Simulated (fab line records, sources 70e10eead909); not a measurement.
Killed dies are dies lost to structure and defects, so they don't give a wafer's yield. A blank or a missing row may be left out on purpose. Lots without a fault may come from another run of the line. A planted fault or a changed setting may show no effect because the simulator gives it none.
fab line records | flow nand_harc
record lots=7 wafers=21 last_day=32
route steps=1302 shown A_CONTACT@1086 END@1302
lots that met no fault: from a run of the same line without faults
start_h: hours from the record's first day to the start of the lot's first wafer shown | wait_h: hours since the lot's step before | " the same as in the row above | L1.1+2: a row that stands for several wafers | - no value, or no start given | * or withheld: withheld | < > ~ a bound
route shown NAME@n: a module of which the file shows steps, and the number in the route of the first | usual: mean/standard deviation of fault-free wafers | same: alike in all rows | chamber/n: place in a boat | sites: the reading at each site | _std_site: their standard deviation | _edge_site: outer sites' mean less inner sites' | radius_mm: how far each site lies from the wafer's centre | mask NAME#n: copy n | behind: the tool/chamber that last shaped the wafer | hold: why the lot was held/for how many hours/how that ended | device: the transistor (n, p or np) that didn't switch | end of line: the same wafers' tests at the end of the route | a step without rows: its recipe alone | killed: dies lost to structure and defects at the first sort, not the wafer's yield | map: a wafer's dies, x killed, . not, _ none there
set.NAME: the setting as run; set.NAME@STEP: as run at that earlier step | model.NAME: the simulator's own value behind a step, which no gauge read
lots at some steps of the route; a table a step, a row a wafer
services: from which hour (start_h, from the record's first day; less than 0 if before it) a tool's chamber was out of use, for how many hours, and why
## steps
# step NHARC_A_CONTACT_ETCH_134
# recipe source_w=withheld pressure_mtorr=20 bias_v=withheld time_s=140 target_depth_a=7000 ar_flow_sccm=withheld c4f8_flow_sccm=withheld o2_flow_sccm=withheld chemistry=C4F8/O2/Ar
# usual run_length_s=141.3/0.47
# columns lot.wafer tool chamber start_h wait_h rf_hours_counter_h run_length_s
L517.2 har_cap_etch-01 1 530.33 - 1 141.2
L517.1 " 0 " " 1 140.8
L517.3 " 0 " " - 140.5
L516.2 har_cap_etch-02 0 531.63 - 91 141.6
L516.3 " 1 " " - 141.4
L516.6 " 1 " " - 141.4
L523.2 har_cap_etch-02 0 593.59 - 103 141.5
L523.1 " 1 " " 103 141.0
L523.5 " 1 " " - 141.2
L525.2 har_cap_etch-02 1 606.14 - 105 140.9
L525.5 " 0 " " - 142.3
L525.6 " 1 " " - 141.1
L524.2 har_cap_etch-01 1 608.07 - 16 141.2
L524.3 " 1 " " - 141.8
L524.4 " 0 " " - 141.0
L533.3 har_cap_etch-03 1 699.83 - - 142.7
L533.4 " 0 " " - 141.1
L533.6 " 1 " " - 142.3
L536.1 har_cap_etch-03 1 725.48 - 87 142.0
L536.3 " 0 " " - 140.9
L536.5 " 1 " " - 142.2
# step NHARC_A_CONTACT_ETCH_135
# recipe source_w=withheld pressure_mtorr=20 bias_v=1200 time_s=311 target_depth_a=19120 ar_flow_sccm=withheld c4f8_flow_sccm=withheld o2_flow_sccm=withheld chemistry=C4F8/O2/Ar
# usual run_length_s=311/0
# columns lot.wafer tool chamber start_h wait_h rf_hours_counter_h run_length_s
L517.2 har_cap_etch-01 1 530.60 0.2 1 311
L517.1 " 0 " " 1 311
L517.3 " 0 " " - 311
L516.2 har_cap_etch-02 0 531.84 0.2 91 311
L516.3 " 1 " " - 311
L516.6 " 1 " " - 311
L523.2 har_cap_etch-02 0 593.79 0.2 104 311
L523.1 " 1 " " 104 311
L523.5 " 1 " " - 311
L525.2 har_cap_etch-02 1 606.35 0.2 105 311
L525.5 " 0 " " - 311
L525.6 " 1 " " - 311
L524.2 har_cap_etch-01 1 608.26 0.2 16 311
L524.3 " 1 " " - 311
L524.4 " 0 " " - 311
L533.3 har_cap_etch-03 1 700.05 0.2 - 311
L533.4 " 0 " " - 311
L533.6 " 1 " " - 311
L536.1 har_cap_etch-03 1 725.69 0.2 87 311
L536.3 " 0 " " - 311
L536.5 " 1 " " - 311
# step NHARC_A_CONTACT_ETCH_136
# recipe source_w=withheld pressure_mtorr=20 bias_v=1200 time_s=311 target_depth_a=19120 ar_flow_sccm=withheld c4f8_flow_sccm=withheld o2_flow_sccm=withheld chemistry=C4F8/O2/Ar
# usual run_length_s=311/0
# columns lot.wafer tool chamber start_h wait_h rf_hours_counter_h run_length_s
L517.2 har_cap_etch-01 1 530.96 0.3 2 311
L517.1 " 0 " " 2 311
L517.3 " 0 " " - 311
L516.2 har_cap_etch-02 0 532.11 0.2 92 311
L516.3 " 1 " " - 311
L516.6 " 1 " " - 311
L523.2 har_cap_etch-02 0 594.06 0.2 104 311
L523.1 " 1 " " 104 311
L523.5 " 1 " " - 311
L525.2 har_cap_etch-02 1 606.62 0.2 105 311
L525.5 " 0 " " - 311
L525.6 " 1 " " - 311
L524.2 har_cap_etch-01 1 608.53 0.2 17 311
L524.3 " 1 " " - 311
L524.4 " 0 " " - 311
L533.3 har_cap_etch-03 1 700.32 0.2 - 311
L533.4 " 0 " " - 311
L533.6 " 1 " " - 311
L536.1 har_cap_etch-03 1 725.96 0.2 87 311
L536.3 " 0 " " - 311
L536.5 " 1 " " - 311
# step NHARC_A_CONTACT_ETCH_137
# recipe source_w=withheld pressure_mtorr=20 bias_v=1200 time_s=311 target_depth_a=19120 ar_flow_sccm=withheld c4f8_flow_sccm=withheld o2_flow_sccm=withheld chemistry=C4F8/O2/Ar
# step NHARC_A_CONTACT_ETCH_138
# recipe source_w=withheld pressure_mtorr=20 bias_v=1200 time_s=311 target_depth_a=19140 ar_flow_sccm=withheld c4f8_flow_sccm=withheld o2_flow_sccm=withheld chemistry=C4F8/O2/Ar
# step NHARC_A_CONTACT_ETCH_139
# recipe source_w=withheld pressure_mtorr=20 bias_v=400 time_s=195 target_depth_a=8400 ar_flow_sccm=withheld c4f8_flow_sccm=11.5 o2_flow_sccm=7.2 chemistry=C4F8/O2/Ar
# step NHARC_A_CONTACT_ETCH_92
# recipe target_depth_a=400 over_etch_frac=0.5 time_s=85.7 ion_energy_ev=120 ch3f_flow_sccm=50 o2_flow_sccm=30 ar_flow_sccm=200 rf_w=500 bias_w=100 chemistry=CH3F/O2
# usual drypump_motor_current_A=5.5/0.32 oes_product_au=0.941/0.024 rf_fwd_power_W=496.1/1.8 rf_vpp_V=244.0/1.5 run_length_s=107.1/0.32 showerhead_plenum_p_Torr=2.43/0.084 throttle_valve_pct=20.663/0.0096
# columns lot.wafer tool chamber start_h wait_h drypump_motor_current_A oes_product_au rf_fwd_power_W rf_hours_counter_h rf_vpp_V run_length_s showerhead_plenum_p_Torr throttle_valve_pct
L517.3 rie_diel-07 1 532.42 0.4 5.4 0.938 495.6 6 242.6 106.7 2.39 20.667
L517.2 " 2 " " 5.2 0.927 494.9 8 245.1 106.8 2.47 20.667
L517.1 " 3 " " 5.3 0.926 494.8 7 244.1 106.5 2.44 20.668
L516.3 rie_diel-07 1 533.47 0.4 5.4 0.933 495.0 7 243.3 106.7 2.39 20.668
L516.2 " 2 " " 5.3 0.926 493.5 8 245.1 107.1 2.47 20.663
L516.6 " 0 " " 5.8 0.929 497.0 - 243.3 107.0 2.35 20.642
L523.1 rie_diel-07 0 595.43 0.5 5.8 0.926 498.5 18 242.5 106.8 2.34 20.662
L523.2 " 2 " " 5.2 0.928 496.3 19 245.6 107.2 2.46 20.664
L523.5 " 1 " " 5.3 0.934 496.8 - 244.6 106.9 2.38 20.675
L525.2 rie_diel-01 3 608.00 0.5 6.5 1.001 496.7 14 241.2 107.9 2.31 20.673
L525.5 " 0 " " 5.8 0.995 494.5 - 245.9 107.5 2.66 20.659
L525.6 " 1 " " 5.2 1.000 492.7 - 242.0 107.2 2.28 20.653
L524.3 rie_diel-04 0 609.91 0.4 5.4 0.981 496.6 25 242.9 107.4 2.39 20.667
L524.4 " 2 " " 5.4 0.981 496.6 8 244.2 107.4 2.48 20.663
L524.2 " 3 " " 6.2 1.005 495.0 27 247.2 107.3 2.62 20.669
L533.3 rie_diel-04 1 701.63 0.4 5.9 0.912 495.4 50 244.9 107.2 2.48 20.666
L533.4 " 2 " " 5.4 0.924 499.7 39 245.6 107.7 2.46 20.659
L533.6 " 1 " " 5.8 0.919 497.0 - 244.6 107.2 2.48 20.649
L536.1 rie_diel-07 2 727.29 0.5 5.3 0.945 495.7 11 244.0 106.8 2.45 20.667
L536.3 " 0 " " 5.9 0.931 498.3 12 241.6 107.0 2.34 20.679
L536.5 " 3 " " 5.3 0.933 494.9 - 243.1 106.9 2.43 20.678
# step NHARC_A_CONTACT_ETCH_98
# recipe target_depth_a=200 over_etch_frac=0.5 time_s=10 ion_energy_ev=250 c4f6_flow_sccm=25 o2_flow_sccm=20 ar_flow_sccm=500 rf_w=600 bias_w=500 chemistry=C4F6/O2
# usual drypump_motor_current_A=5.6/0.34 oes_product_au=0.958/0.021 rf_fwd_power_W=586.2/2.4 rf_vpp_V=546.0/2.6 run_length_s=31.1/0.31 showerhead_plenum_p_Torr=3.88/0.12 throttle_valve_pct=26.904/0.0094
# columns lot.wafer tool chamber start_h wait_h drypump_motor_current_A oes_product_au rf_fwd_power_W rf_hours_counter_h rf_vpp_V run_length_s showerhead_plenum_p_Torr throttle_valve_pct
L517.2 rie_diel-07 1 - - 5.3 0.951 584.6 6 546.2 31.2 3.82 26.903
L517.1 " 3 " " 5.3 0.934 583.3 7 545.8 30.9 3.90 26.905
L517.3 " 0 " " 5.8 0.956 590.4 6 545.9 31.2 3.76 26.901
L516.3 rie_diel-07 0 - - 5.9 0.946 589.5 6 543.5 31.0 3.76 26.903
L516.2 " 1 " " 5.4 0.947 585.8 7 546.0 30.7 3.82 26.906
L516.6 " 0 " " 5.8 0.937 588.2 - 543.4 31.0 3.76 26.912
L523.1 rie_diel-07 3 - - 5.3 0.947 588.2 20 546.9 31.2 3.89 26.914
L523.2 " 1 " " 5.4 0.966 585.4 17 544.6 30.9 3.81 26.911
L523.5 " 2 " " 5.3 0.940 583.1 - 547.2 30.9 3.93 26.892
L525.2 rie_diel-01 0 - - 5.8 1.004 584.7 13 553.4 31.4 4.22 26.897
L525.5 " 1 " " 5.2 1.003 583.7 - 541.3 31.0 3.66 26.906
L525.6 " 2 " " 5.5 1.004 588.6 - 546.5 31.1 3.96 26.896
L524.4 rie_diel-04 3 - - 6.3 1.008 585.7 27 552.9 31.2 4.17 26.907
L524.3 " 0 " " 5.4 0.997 585.3 25 543.7 30.9 3.81 26.895
L524.2 " 1 " " 5.8 1.000 584.7 24 548.5 31.3 3.97 26.904
L533.3 rie_diel-04 2 - - 5.4 0.962 591.7 39 547.3 31.6 3.93 26.902
L533.4 " 0 " " 5.4 0.952 589.6 49 544.1 31.3 3.80 26.900
L533.6 " 1 " " 5.8 0.951 585.7 - 547.5 31.4 3.95 26.888
L536.1 rie_diel-07 2 727.46 0.2 5.2 0.956 585.2 11 546.0 31.3 3.92 26.885
L536.3 " 3 " " 5.3 0.956 586.7 12 546.8 30.7 3.88 26.905
L536.5 " 0 " " 5.9 0.949 590.8 - 545.2 30.9 3.74 26.897
# step NHARC_A_CONTACT_CD_MEAS_15
# usual cd_nm=190.2/0.54
# columns lot.wafer tool chamber start_h wait_h cd_nm
L517.1 cd_sem-03 - 532.62 - 190.6
L517.2 " - " " 190.7
L517.3 " - " " 190.6
L516.2 cd_sem-01 - 533.66 - 190.6
L516.3 " - " " 190.4
L516.6 " - " " 191.0
L523.1 cd_sem-03 - 595.65 - 190.1
L523.2 " - " " 190.7
L523.5 " - " " 190.1
L525.2 cd_sem-01 - 608.18 - 190.6
L525.5 " - " " 190.4
L525.6 " - " " 190.2
L524.2 cd_sem-02 - 610.13 - 190.6
L524.3 " - " " 190.2
L524.4 " - " " 190.8
L533.3 cd_sem-01 - 701.85 - 189.7
L533.4 " - " " 190.6
L533.6 " - " " 190.4
L536.1 cd_sem-02 - 727.54 - 189.8
L536.3 " - " " 189.9
L536.5 " - " " 189.7
# step NHARC_A_CONTACT_STRIP_107
# recipe n2_flow_sccm=150 h2_flow_sccm=150 ar_flow_sccm=0 bias_w=0 chemistry=N2/H2
# step NHARC_A_CONTACT_STRIP_108
# recipe cf4_flow_sccm=100 chf3_flow_sccm=30 ar_flow_sccm=0 bias_w=0 chemistry=CF4/CHF3
# step NHARC_A_CONTACT_STRIP_109
# recipe o2_flow_sccm=400 cos_flow_sccm=20 ar_flow_sccm=0 bias_w=0 chemistry=O2/COS
# step NHARC_A_CONTACT_ETCH_110
# recipe target_depth_a=600 overetch_a=60 time_s=33 ion_energy_ev=100 cf4_flow_sccm=80 o2_flow_sccm=20 ar_flow_sccm=0 rf_w=300 bias_w=100 chemistry=CF4/O2
# usual drypump_motor_current_A=5.6/0.37 oes_product_au=1.001/0.007 rf_fwd_power_W=295.2/1.6 rf_vpp_V=197.4/1.2 run_length_s=54.4/0.34 showerhead_plenum_p_Torr=1.32/0.055 throttle_valve_pct=13.396/0.0088
# columns lot.wafer tool chamber start_h wait_h drypump_motor_current_A oes_product_au rf_fwd_power_W rf_hours_counter_h rf_vpp_V run_length_s showerhead_plenum_p_Torr throttle_valve_pct
L517.2 rie_diel-07 3 532.92 0.1 5.3 0.998 292.7 7 197.2 54.2 1.33 13.409
L517.3 " 0 " " 5.8 0.995 297.6 6 196.0 54.6 1.27 13.401
L517.1 " 1 " " 5.4 1.009 297.1 6 196.5 54.6 1.30 13.387
L516.2 rie_diel-01 2 534.03 0.1 5.5 0.991 296.7 51 197.0 54.3 1.35 13.385
L516.3 " 3 " " 6.5 0.988 294.5 46 196.4 54.9 1.26 13.384
L516.6 " 1 " " 5.2 0.995 293.5 - 196.0 54.5 1.24 13.390
L523.2 rie_diel-07 3 595.95 0.1 5.3 1.006 292.7 20 197.3 54.2 1.32 13.381
L523.1 " 0 " " 5.8 1.007 297.5 18 196.9 54.4 1.27 13.405
L523.5 " 2 " " 5.2 1.014 - - 198.0 49.6 1.34 13.402
L525.2 rie_diel-07 1 608.47 0.1 5.3 1.020 294.4 19 196.8 54.2 1.29 13.407
L525.5 " 1 " " 5.3 0.993 296.7 - 196.3 54.5 1.29 13.398
L525.6 " 2 " " 5.2 1.001 - - 200.6 49.6 1.34 13.409
L524.3 rie_diel-07 3 610.41 0.1 5.3 1.004 294.4 23 196.5 53.7 1.32 13.399
L524.4 " 1 " " 5.4 1.005 295.1 19 197.5 54.7 1.29 13.385
L524.2 " 2 " " 5.3 0.998 - 21 198.6 50.0 1.34 13.397
L533.4 rie_diel-04 3 702.14 0.1 6.3 1.013 294.9 50 198.9 54.5 1.42 13.394
L533.3 " 1 " " 5.8 0.994 294.5 51 198.3 54.7 1.34 13.398
L533.6 " 0 " " 5.4 0.999 297.8 - 197.7 54.5 1.29 13.396
L536.1 rie_diel-07 0 727.87 0.1 5.8 0.995 296.4 12 198.1 54.5 1.27 13.397
L536.3 " 2 " " 5.2 1.008 294.3 11 197.9 54.4 1.33 13.398
L536.5 " 0 " " 5.8 1.000 296.6 - 194.8 54.4 1.27 13.384
# step NHARC_A_CONTACT_STRIP_26
# recipe o2_flow_sccm=500 ar_flow_sccm=0 bias_w=0 chemistry=O2
# step NHARC_END_SORT_01
# recipe temp_c=25
# usual killed_at_array=56/20 killed_at_other=1/1.3 killed_at_periphery=3.5/2.7 killed_dies=60/20 killed_open=3.3/1.6 killed_short=2.4/1.5
# same gross_dies=677
# columns lot.wafer tool chamber start_h wait_h killed_at_array killed_at_other killed_at_periphery killed_dies killed_open killed_short
L523.5 prober-02 0 650.45 3.7 674 0 3 677 1 4
L525.2 prober-01 0 656.01 2.8 51 1 2 54 2 2
L525.5 prober-01 0 658.45 3.7 48 2 3 53 1 5
L525.6 prober-01 0 659.26 4.1 675 0 2 677 2 1
L524.2 prober-02 0 656.07 2.8 671 4 2 677 4 1
L524.3 prober-02 0 656.87 3.1 51 1 1 53 2 3
L524.4 prober-02 0 657.68 3.4 59 0 2 61 4 2
# killed by level:class
L523.5 A_CONTACT:area_etch=624 A_SLIT:chamber_film_flake=25 A_CHANNEL_HOLE_D2:chamber_film_flake=9 P_BONDPAD:chamber_film_flake=3 A_CHANNEL_FILL_D1:chamber_film_flake=3 A_CHANNEL_FILL_D1:geometric_particle:short=2 A_CHANNEL_HOLE_D1:chamber_film_flake=2 A_STAIRCASE:chamber_film_flake=2
L525.2 A_CHANNEL_HOLE_D2:chamber_film_flake=23 A_CHANNEL_HOLE_D1:chamber_film_flake=16 A_STAIRCASE:chamber_film_flake=3 A_CONTACT:chamber_film_flake=3 P_STI:chamber_film_flake=2 A_SOURCE_PLATE:geometric_particle:short=1 A_ONON_D2:geometric_particle:open=1 A_CHANNEL_HOLE_D2:geometric_particle:open=1
L524.2 A_CONTACT:area_etch=615 A_SLIT:chamber_film_flake=35 A_CHANNEL_HOLE_D1:chamber_film_flake=6 THIN_TSV:chamber_film_flake=4 A_M0:geometric_particle:open=3 A_CHANNEL_HOLE_D2:chamber_film_flake=3 P_GATE:chamber_film_flake=2 A_CHANNEL_FILL_D1:chamber_film_flake=2
L524.3 A_SLIT:chamber_film_flake=28 A_CHANNEL_HOLE_D1:chamber_film_flake=6 A_STAIRCASE:chamber_film_flake=4 A_CHANNEL_HOLE_D2:chamber_film_flake=3 A_CHANNEL_HOLE_D2:unspecified=2 A_BLC:chamber_film_flake=2 P_CONTACT:geometric_particle:open=1 A_ONON_D1:geometric_particle:short=1
L524.4 A_SLIT:chamber_film_flake=34 A_CHANNEL_HOLE_D2:chamber_film_flake=7 A_ZERO_WELL:chamber_film_flake=3 A_CHANNEL_HOLE_D1:chamber_film_flake=3 A_STAIRCASE:chamber_film_flake=3 P_M0:geometric_particle:open=2 A_M1:chamber_film_flake=2 A_CHANNEL_FILL_D1:geometric_particle:short=1
L525.5 A_CHANNEL_HOLE_D2:chamber_film_flake=20 A_CHANNEL_HOLE_D1:chamber_film_flake=19 A_SGD_CUT:geometric_particle:short=2 A_STAIRCASE:chamber_film_flake=2 THIN_TSV:chamber_film_flake=2 P_M1:geometric_particle:short=1 A_CHANNEL_HOLE_D1:geometric_particle:open=1 A_ONON_D2:geometric_particle:short=1
L525.6 A_CONTACT:area_etch=615 A_CHANNEL_HOLE_D1:chamber_film_flake=33 A_CHANNEL_HOLE_D2:chamber_film_flake=21 A_STAIRCASE:chamber_film_flake=3 P_GATE:geometric_particle:open=1 A_ONON_D1:geometric_particle:short=1 A_M0:geometric_particle:open=1 P_STI:chamber_film_flake=1
# map L523.5 (x killed, . not)
____________x____________
_________xxxxxxx_________
_______xxxxxxxxxxx_______
______xxxxxxxxxxxxx______
_____xxxxxxxxxxxxxxx_____
____xxxxxxxxxxxxxxxxx____
____xxxxxxxxxxxxxxxxx____
___xxxxxxxxxxxxxxxxxxx___
___xxxxxxxxxxxxxxxxxxx___
__xxxxxxxxxxxxxxxxxxxxx__
__xxxxxxxxxxxxxxxxxxxxx__
_xxxxxxxxxxxxxxxxxxxxxxx_
_xxxxxxxxxxxxxxxxxxxxxxx_
_xxxxxxxxxxxxxxxxxxxxxxx_
_xxxxxxxxxxxxxxxxxxxxxxx_
_xxxxxxxxxxxxxxxxxxxxxxx_
xxxxxxxxxxxxxxxxxxxxxxxxx
xxxxxxxxxxxxxxxxxxxxxxxxx
xxxxxxxxxxxxxxxxxxxxxxxxx
xxxxxxxxxxxxxxxxxxxxxxxxx
xxxxxxxxxxxxxxxxxxxxxxxxx
_xxxxxxxxxxxxxxxxxxxxxxx_
_xxxxxxxxxxxxxxxxxxxxxxx_
_xxxxxxxxxxxxxxxxxxxxxxx_
_xxxxxxxxxxxxxxxxxxxxxxx_
_xxxxxxxxxxxxxxxxxxxxxxx_
__xxxxxxxxxxxxxxxxxxxxx__
__xxxxxxxxxxxxxxxxxxxxx__
___xxxxxxxxxxxxxxxxxxx___
___xxxxxxxxxxxxxxxxxxx___
____xxxxxxxxxxxxxxxxx____
____xxxxxxxxxxxxxxxxx____
_____xxxxxxxxxxxxxxx_____
______xxxxxxxxxxxxx______
_______xxxxxxxxxxx_______
_________xxxxxxx_________
____________x____________
# map L524.2 (x killed, . not)
____________x____________
_________xxxxxxx_________
_______xxxxxxxxxxx_______
______xxxxxxxxxxxxx______
_____xxxxxxxxxxxxxxx_____
____xxxxxxxxxxxxxxxxx____
____xxxxxxxxxxxxxxxxx____
___xxxxxxxxxxxxxxxxxxx___
___xxxxxxxxxxxxxxxxxxx___
__xxxxxxxxxxxxxxxxxxxxx__
__xxxxxxxxxxxxxxxxxxxxx__
_xxxxxxxxxxxxxxxxxxxxxxx_
_xxxxxxxxxxxxxxxxxxxxxxx_
_xxxxxxxxxxxxxxxxxxxxxxx_
_xxxxxxxxxxxxxxxxxxxxxxx_
_xxxxxxxxxxxxxxxxxxxxxxx_
xxxxxxxxxxxxxxxxxxxxxxxxx
xxxxxxxxxxxxxxxxxxxxxxxxx
xxxxxxxxxxxxxxxxxxxxxxxxx
xxxxxxxxxxxxxxxxxxxxxxxxx
xxxxxxxxxxxxxxxxxxxxxxxxx
_xxxxxxxxxxxxxxxxxxxxxxx_
_xxxxxxxxxxxxxxxxxxxxxxx_
_xxxxxxxxxxxxxxxxxxxxxxx_
_xxxxxxxxxxxxxxxxxxxxxxx_
_xxxxxxxxxxxxxxxxxxxxxxx_
__xxxxxxxxxxxxxxxxxxxxx__
__xxxxxxxxxxxxxxxxxxxxx__
___xxxxxxxxxxxxxxxxxxx___
___xxxxxxxxxxxxxxxxxxx___
____xxxxxxxxxxxxxxxxx____
____xxxxxxxxxxxxxxxxx____
_____xxxxxxxxxxxxxxx_____
______xxxxxxxxxxxxx______
_______xxxxxxxxxxx_______
_________xxxxxxx_________
____________x____________
## services
# columns tool chamber start_h hours kind
har_cap_etch-03 - 514.70 3.3 repair
rie_diel-07 0 529.29 - clean
rie_diel-07 1 529.29 - clean
rie_diel-07 2 529.29 - clean
rie_diel-07 3 529.29 - clean
rie_diel-04 - 532.73 9.0 pm
rie_diel-07 0 553.79 - clean
rie_diel-07 1 553.79 - clean
rie_diel-07 2 553.79 - clean
rie_diel-07 3 553.79 - clean
rie_diel-01 - 558.05 9.0 pm
rie_diel-04 2 567.01 34.5 repair
rie_diel-07 0 578.32 - clean
rie_diel-07 1 578.32 - clean
rie_diel-04 3 630.97 5.3 repair
rie_diel-07 3 631.26 12.1 repair
rie_diel-07 - 648.29 9.0 pm
rie_diel-01 0 649.19 9.2 repair
rie_diel-01 2 669.02 1.4 repair
rie_diel-01 3 684.43 65.4 repair
rie_diel-01 1 694.54 20.5 repair
rie_diel-04 - 710.34 9.0 pm
rie_diel-07 1 721.77 1.5 repair
rie_diel-07 1 723.40 6.3 repair
## key
first_sign step=NHARC_A_CONTACT_ETCH_110 reading=run_length_s direction=down sigmas=14 usual=* struck=*
effect step=NHARC_END_SORT_01 reading=killed_at_array direction=up sigmas=31 usual=56 struck=673
more_kills_born_at NHARC_A_CONTACT_ETCH_110@rie_diel-07=1854
met_at NHARC_A_CONTACT_ETCH_110
struck_wafers L523.5,L524.2,L525.6
later_rows_left_out L523.5,L524.2,L525.6
tester_left_out L523,L524,L525
fault kind=process_parameter_drift tool=rie_diel-07 chamber=2 onset_h=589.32 steps=NHARC_A_CONTACT_ETCH_110 channel=time_s offset=* shape=step end_h=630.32 acts_in=* stated=*
# tester_left_out: of these lots the tester's yield and bins aren't shown, on N5 and GAA mostly nor the transistor test; their killed dies are dies lost to structure and defects alone, not to doping, threshold or leakage, so they don't give the yield
# later_rows_left_out: the simulator's readings of these wafers behind a module that went badly wrong aren't trusted and aren't shown, but for the sort
